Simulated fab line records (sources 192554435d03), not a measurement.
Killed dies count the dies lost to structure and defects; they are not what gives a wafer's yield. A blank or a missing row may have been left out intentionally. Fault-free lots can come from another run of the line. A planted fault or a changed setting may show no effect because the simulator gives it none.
The tool behind it: which one? ; flow n5_finfet ; Sampling: 24 lots, 72 wafers, 6 of 1938 route steps

== WHAT THE GAUGES READ, wafer by wafer ==
N5_BEOL_M2_RS_MEAS_58: measurement is done with a four-point probe. Usual: M2_RS gives 0.67 ohm/sq (standard deviation 0.039).
lot;measured;on;M2_RS (ohm/sq);flag
L075;day 7 01:18;film_metro-01;0.67 0.64 0.67;
L074;day 7 05:34;film_metro-01;0.74 0.74 0.67;
L076;day 7 14:01;film_metro-02;0.65 0.63 0.63;
L077;day 7 16:14;film_metro-02;0.65 0.65 0.68;
L078;day 8 03:10;film_metro-02;0.62 0.58 0.66;
L079;day 8 07:34;film_metro-01;0.60 0.66 0.63;
L080;day 9 07:30;film_metro-01;0.69 0.70 0.70;
L081;day 9 15:49;film_metro-02;0.63 0.67 0.62;
L082;day 9 16:05;film_metro-01;0.58 0.67 0.61;
L084;day 9 19:11;film_metro-01;0.60 0.72 0.71;
L085;day 10 00:48;film_metro-01;0.63 0.63 0.67;
L083;day 10 02:58;film_metro-01;0.69 0.68 0.68;
L086;day 10 06:14;film_metro-01;0.66 0.69 0.64;
L087;day 10 06:30;film_metro-02;0.66 0.60 0.67;
L088;day 10 15:14;film_metro-02;0.71 0.73 0.73;
L089;day 10 16:31;film_metro-02;0.67 0.67 0.68;
L090;day 10 16:58;film_metro-02;0.64 0.65 0.63;
L091;day 11 00:05;film_metro-01;0.68 0.76 0.72;
L092;day 11 19:11;film_metro-01;0.70 0.63 0.64;
L093;day 12 00:29;film_metro-02;0.62 0.69 0.68;
L094;day 12 03:28;film_metro-01;0.67 0.69 0.72;
L095;day 12 21:19;film_metro-02;0.67 0.68 0.62;
L096;day 13 00:23;film_metro-01;0.66 0.65 0.63;
L097;day 13 12:35;film_metro-02;0.69 0.66 0.63;

N5_BEOL_M3_THK_MEAS_01. Usual: M3_ILD_THK gives 79.0 nm (standard deviation 1.2).
lot;measured;on;M3_ILD_THK (nm);flag
L075;day 7 01:26;film_metro-01;79.6 80.2 81.4;
L074;day 7 05:42;film_metro-02;78.0 80.0 78.3;
L076;day 7 14:08;film_metro-01;77.8 79.7 77.7;
L077;day 7 16:22;film_metro-02;79.6 80.6 80.5;
L078;day 8 03:19;film_metro-02;80.4 79.3 81.2;
L079;day 8 07:42;film_metro-02;78.9 79.2 79.9;
L080;day 9 07:38;film_metro-01;78.9 80.0 79.9;
L081;day 9 15:56;film_metro-01;77.4 79.1 79.9;
L082;day 9 16:14;film_metro-01;77.1 79.2 78.0;
L084;day 9 19:19;film_metro-01;77.9 76.9 78.7;
L085;day 10 00:56;film_metro-01;79.4 79.3 81.3;
L083;day 10 03:05;film_metro-02;77.2 79.0 78.3;
L086;day 10 06:22;film_metro-02;77.7 78.2 80.6;
L087;day 10 06:39;film_metro-01;78.9 79.2 78.2;
L088;day 10 15:23;film_metro-01;79.3 77.6 77.4;
L089;day 10 16:39;film_metro-02;77.7 78.7 78.7;
L090;day 10 17:06;film_metro-02;78.5 78.9 79.1;
L091;day 11 00:13;film_metro-02;80.0 80.4 81.0;
L092;day 11 19:19;film_metro-01;77.1 75.9 77.5;
L093;day 12 00:37;film_metro-02;77.8 77.7 78.7;
L094;day 12 03:35;film_metro-01;78.4 81.1 79.1;
L095;day 12 21:26;film_metro-02;77.9 79.6 79.8;
L096;day 13 00:31;film_metro-02;79.3 80.0 80.9;
L097;day 13 12:43;film_metro-02;79.1 79.0 80.1;

N5_BEOL_M3_OCD_MEAS_38. Usual: trench_depth_nm reads 55.3 nm (standard deviation 0.85).
lot;measured;on;trench_depth_nm (nm);flag
L075;day 7 05:10;ocd-02;54.4 55.3 55.6;
L074;day 7 09:54;ocd-02;54.2 56.9 55.5;
L076;day 7 19:39;ocd-01;54.2 53.7 55.3;
L077;day 7 22:26;ocd-01;54.6 53.6 56.2;
L078;day 8 14:43;ocd-01;54.9 56.0 55.0;
L079;day 8 14:55;ocd-02;54.4 54.9 54.5;
L080;day 9 16:22;ocd-02;55.6 55.7 56.0;
L081;day 9 19:16;ocd-02;56.4 56.9 56.2;
L082;day 9 19:52;ocd-01;54.1 54.4 55.4;
L084;day 9 22:36;ocd-01;56.6 54.3 56.4;
L085;day 10 06:02;ocd-02;55.0 54.2 54.6;
L083;day 10 06:08;ocd-01;54.9 56.3 56.0;
L086;day 10 09:34;ocd-01;54.9 55.8 55.2;
L087;day 10 10:01;ocd-02;54.3 54.2 54.6;
L088;day 10 20:13;ocd-01;55.2 54.3 55.2;
L089;day 10 23:17;ocd-02;55.4 55.6 54.3;
L090;day 11 03:26;ocd-01;54.5 54.8 54.4;
L091;day 11 08:34;ocd-01;54.9 54.9 54.5;
L092;day 12 02:13;ocd-02;56.4 56.4 57.1;
L093;day 12 03:49;ocd-02;54.3 54.2 54.7;
L094;day 12 08:23;ocd-01;54.7 56.8 54.3;
L095;day 13 03:55;ocd-01;57.3 55.3 54.9;
L096;day 13 12:02;ocd-01;55.7 55.3 56.9;
L097;day 13 15:04;ocd-01;56.8 56.2 54.7;

== TOOL THAT RAN EACH LOT (tool first, then ch and the chambers of the sampled wafers, then the start) ==
lot;N5_BEOL_M3_PECVD_72;N5_BEOL_M3_HM_OPEN_17;N5_BEOL_M3_STRIP_36
L075;pecvd-04 ch 0,2, day 7 01:28;rie_metal-03 ch 0,1, day 7 02:47;rie_diel-06 ch 0,3, day 7 04:58
L074;pecvd-04 ch 1,2, day 7 05:44;rie_metal-02 ch 0,1, day 7 08:14;rie_diel-06 ch 1,3, day 7 09:43
L076;pecvd-04 ch 0,1,2, day 7 14:10;rie_metal-01 ch 0, day 7 16:37;rie_diel-05 ch 1,2,3, day 7 19:28
L077;pecvd-04 ch 0,1,2, day 7 16:24;rie_metal-01 ch 0,1, day 7 19:11;rie_diel-05 ch 0,1,2, day 7 22:15
L078;pecvd-03 ch 1,2, day 8 03:20;rie_metal-01 ch 0,1, day 8 04:25;rie_diel-04 ch 0,1,2, day 8 14:31
L079;pecvd-03 ch 0,1,2, day 8 07:44;rie_metal-02 ch 1, day 8 09:34;rie_diel-05 ch 2,3, day 8 14:43
L080;pecvd-03 ch 0,1,2, day 9 07:41;rie_metal-03 ch 0,1, day 9 08:49;rie_diel-04 ch 0,1, day 9 16:10
L081;pecvd-03 ch 0,1,2, day 9 15:58;rie_metal-02 ch 1, day 9 17:31;rie_diel-06 ch 0,2, day 9 19:04
L082;pecvd-03 ch 1,2, day 9 16:16;rie_metal-02 ch 1, day 9 18:08;rie_diel-04 ch 0,1,2, day 9 19:40
L084;pecvd-03 ch 1,2, day 9 19:21;rie_metal-02 ch 1, day 9 20:12;rie_diel-06 ch 1,2,3, day 9 22:25
L085;pecvd-02 ch 0,1, day 10 00:58;rie_metal-03 ch 0,1, day 10 03:00;rie_diel-04 ch 0,2,3, day 10 05:51
L083;pecvd-02 ch 0,1, day 10 03:08;rie_metal-03 ch 0,1, day 10 04:31;rie_diel-06 ch 0,1,3, day 10 05:56
L086;pecvd-02 ch 0,1, day 10 06:25;rie_metal-03 ch 1, day 10 08:16;rie_diel-04 ch 1,3, day 10 09:23
L087;pecvd-03 ch 1,2, day 10 06:41;rie_metal-02 ch 1, day 10 08:32;rie_diel-05 ch 1,2,3, day 10 09:49
L088;pecvd-03 ch 0,1,2, day 10 15:25;rie_metal-03 ch 0,1, day 10 16:46;rie_diel-04 ch 2,3, day 10 20:01
L089;pecvd-04 ch 0,1,2, day 10 16:41;rie_metal-03 ch 0,1, day 10 20:31;rie_diel-04 ch 0,1,3, day 10 23:05
L090;pecvd-02 ch 0,1, day 10 17:08;rie_metal-01 ch 0,1, day 10 20:34;rie_diel-05 ch 2,3, day 11 03:13
L091;pecvd-02 ch 1,2, day 11 00:14;rie_metal-03 ch 0,1, day 11 03:49;rie_diel-04 ch 0,3, day 11 08:22
L092;pecvd-04 ch 0,1,2, day 11 19:21;rie_metal-02 ch 0,1, day 11 21:08;rie_diel-06 ch 0,2, day 12 02:01
L093;pecvd-03 ch 1,2, day 12 00:40;rie_metal-01 ch 0,1, day 12 02:32;rie_diel-05 ch 0,2,3, day 12 03:38
L094;pecvd-04 ch 1,2, day 12 03:38;rie_metal-01 ch 0,1, day 12 05:05;rie_diel-06 ch 2,3, day 12 08:12
L095;pecvd-04 ch 0,2, day 12 21:29;rie_metal-01 ch 0,1, day 13 00:04;rie_diel-06 ch 2,3, day 13 03:43
L096;pecvd-04 ch 0,2, day 13 00:34;rie_metal-03 ch 0, day 13 01:38;rie_diel-06 ch 0,3, day 13 11:50
L097;pecvd-02 ch 0,1,2, day 13 12:44;rie_metal-03 ch 0,1, day 13 13:43;rie_diel-06 ch 1,2,3, day 13 14:53
- N5_BEOL_M3_PECVD_72: deposits SiO2 from TEOS/O2, target thk 16 nm, time 18 s.
- N5_BEOL_M3_HM_OPEN_17: chemistry Cl2/BCl3, target TiN, target depth 20 nm, overetch 6 nm.
- N5_BEOL_M3_STRIP_36: strips in N2/H2.

== AS READ BY THE TOOLS THEMSELVES (means over the sampled wafers that have a number; for cases with no such wafer, the mark the record gives instead) ==
N5_BEOL_M3_PECVD_72. Usual: heater_power_w 717 W, standard deviation 97; showerhead_plenum_p_Torr 8.75 Torr, standard deviation 0.058; throttle_valve_pct 22.7 %, standard deviation 1.1.
lot;tool;heater_power_w (W);showerhead_plenum_p_Torr (Torr);throttle_valve_pct (%);flag
L075;pecvd-04;661;8.69;22.5;
L074;pecvd-04;698;8.82;22.0;
L076;pecvd-04;716;8.77;22.3;
L077;pecvd-04;681;8.75;22.4;
L078;pecvd-03;778;8.75;22.4;
L079;pecvd-03;698;8.74;22.8;
L080;pecvd-03;671;8.75;22.8;
L081;pecvd-03;735;8.75;22.9;
L082;pecvd-03;677;8.78;23.4;
L084;pecvd-03;762;8.75;22.3;
L085;pecvd-02;757;8.74;23.4;
L083;pecvd-02;747;8.72;23.4;
L086;pecvd-02;735;8.73;23.6;
L087;pecvd-03;794;8.76;22.3;
L088;pecvd-03;702;8.73;22.9;
L089;pecvd-04;687;8.76;22.5;
L090;pecvd-02;752;8.73;23.6;
L091;pecvd-02;791;8.76;22.5;
L092;pecvd-04;724;8.76;22.4;
L093;pecvd-03;799;8.75;22.5;
L094;pecvd-04;755;8.80;21.6;
L095;pecvd-04;750;8.75;21.9;
L096;pecvd-04;714;8.75;22.0;
L097;pecvd-02;784;8.78;22.8;

N5_BEOL_M3_HM_OPEN_17. Usual: drypump_motor_current_A 6.0 A, standard deviation 0.52; he_backside_leak_sccm 3.4 sccm, standard deviation 0.3; oes_product_au 0.65 a.u., standard deviation 0.063; throttle_valve_pct 22.21 %, standard deviation 0.21.
lot;tool;drypump_motor_current_A (A);he_backside_leak_sccm (sccm);oes_product_au (a.u.);throttle_valve_pct (%);flag
L075;rie_metal-03;6.4;3.5;0.72;22.28;
L074;rie_metal-02;6.0;3.3;0.57;22.37;
L076;rie_metal-01;4.9;3.4;0.61;22.03;
L077;rie_metal-01;5.3;3.5;0.59;22.14;
L078;rie_metal-01;5.6;3.2;0.56;22.22;
L079;rie_metal-02;6.1;3.2;0.67;21.95;
L080;rie_metal-03;6.1;3.5;0.70;22.41;
L081;rie_metal-02;6.1;3.0;0.66;21.98;
L082;rie_metal-02;6.1;3.1;0.66;21.96;
L084;rie_metal-02;6.1;3.2;0.65;21.97;
L085;rie_metal-03;6.1;3.6;0.69;22.41;
L083;rie_metal-03;6.2;3.7;0.69;22.42;
L086;rie_metal-03;6.7;3.4;0.70;22.20;
L087;rie_metal-02;6.1;3.1;0.66;21.98;
L088;rie_metal-03;6.1;3.4;0.68;22.43;
L089;rie_metal-03;6.4;3.4;0.69;22.31;
L090;rie_metal-01;5.3;3.4;0.58;22.15;
L091;rie_metal-03;6.2;3.5;0.68;22.41;
L092;rie_metal-02;6.1;3.1;0.69;22.05;
L093;rie_metal-01;5.2;3.3;0.58;22.15;
L094;rie_metal-01;5.2;3.4;0.57;22.14;
L095;rie_metal-01;5.2;3.5;0.57;22.16;
L096;rie_metal-03;5.9;3.5;0.66;22.54;
L097;rie_metal-03;6.1;3.6;0.68;22.43;

N5_BEOL_M3_STRIP_36. Usual: drypump_motor_current_A 5.7 A, standard deviation 0.4; h2_flow_sccm 199.9 sccm, standard deviation 0.59; oes_product_au 0.80 a.u., standard deviation 0.078; rf_vpp_V 59.4 V, standard deviation 1.5; showerhead_plenum_p_Torr 2.59 Torr, standard deviation 0.1; throttle_valve_pct 23.67 %, standard deviation 0.29.
lot;tool;drypump_motor_current_A (A);h2_flow_sccm (sccm);oes_product_au (a.u.);rf_vpp_V (V);showerhead_plenum_p_Torr (Torr);throttle_valve_pct (%);flag
L075;rie_diel-06;5.7;200.1;0.88;61.6;2.70;23.68;
L074;rie_diel-06;5.4;200.2;0.88;59.8;2.69;23.37;
L076;rie_diel-05;5.2;199.7;0.77;59.1;2.48;23.88;
L077;rie_diel-05;5.4;200.2;0.82;57.9;2.51;23.79;
L078;rie_diel-04;6.0;199.9;0.75;58.8;2.54;23.64;
L079;rie_diel-05;5.0;199.9;0.76;59.2;2.51;23.94;
L080;rie_diel-04;6.1;200.6;0.76;60.2;2.59;23.48;
L081;rie_diel-06;5.9;199.4;0.89;59.4;2.67;23.84;
L082;rie_diel-04;6.0;199.9;0.74;58.7;2.53;23.65;
L084;rie_diel-06;5.5;199.6;0.87;59.2;2.65;23.37;
L085;rie_diel-04;5.9;200.8;0.73;58.9;2.53;23.78;
L083;rie_diel-06;5.5;200.2;0.87;60.3;2.69;23.57;
L086;rie_diel-04;5.9;200.0;0.70;59.6;2.61;23.64;
L087;rie_diel-05;5.2;200.1;0.75;58.6;2.47;23.89;
L088;rie_diel-04;5.8;199.6;0.69;59.1;2.54;23.80;
L089;rie_diel-04;6.0;199.5;0.74;60.9;2.59;23.65;
L090;rie_diel-05;5.1;199.5;0.73;58.4;2.45;23.86;
L091;rie_diel-04;6.1;200.2;0.78;60.2;2.58;23.77;
L092;rie_diel-06;5.9;200.2;0.86;58.8;2.67;23.87;
L093;rie_diel-05;5.3;199.9;0.77;57.6;2.48;23.80;
L094;rie_diel-06;5.7;200.3;0.84;59.3;2.65;23.56;
L095;rie_diel-06;5.7;199.6;0.82;59.1;2.64;23.55;
L096;rie_diel-06;5.8;201.2;0.83;59.2;2.70;23.91;
L097;rie_diel-06;5.5;199.8;0.83;59.0;2.64;23.39;

== THE ANSWER, worked out from the rows above alone ==
Rule: take the mean of a lot's wafers that have a number; if it is more than 3 standard deviations from the usual mean, the lot is off. A lot without any number at a reading at which 4 lots or more have one is off too. Where the step has rows for the other lots, those lots are counted as sound. The gauges are gone through in route order, then the tools' own readings, and for those a lot's mean is taken as printed above. At the first step where some lot is off, the reading lying furthest off is the one used; lots without a number count as furthest.
Nothing can be told from this: no lot is off at any reading shown.

== WHAT THE SIMULATOR HAD INSERTED ==
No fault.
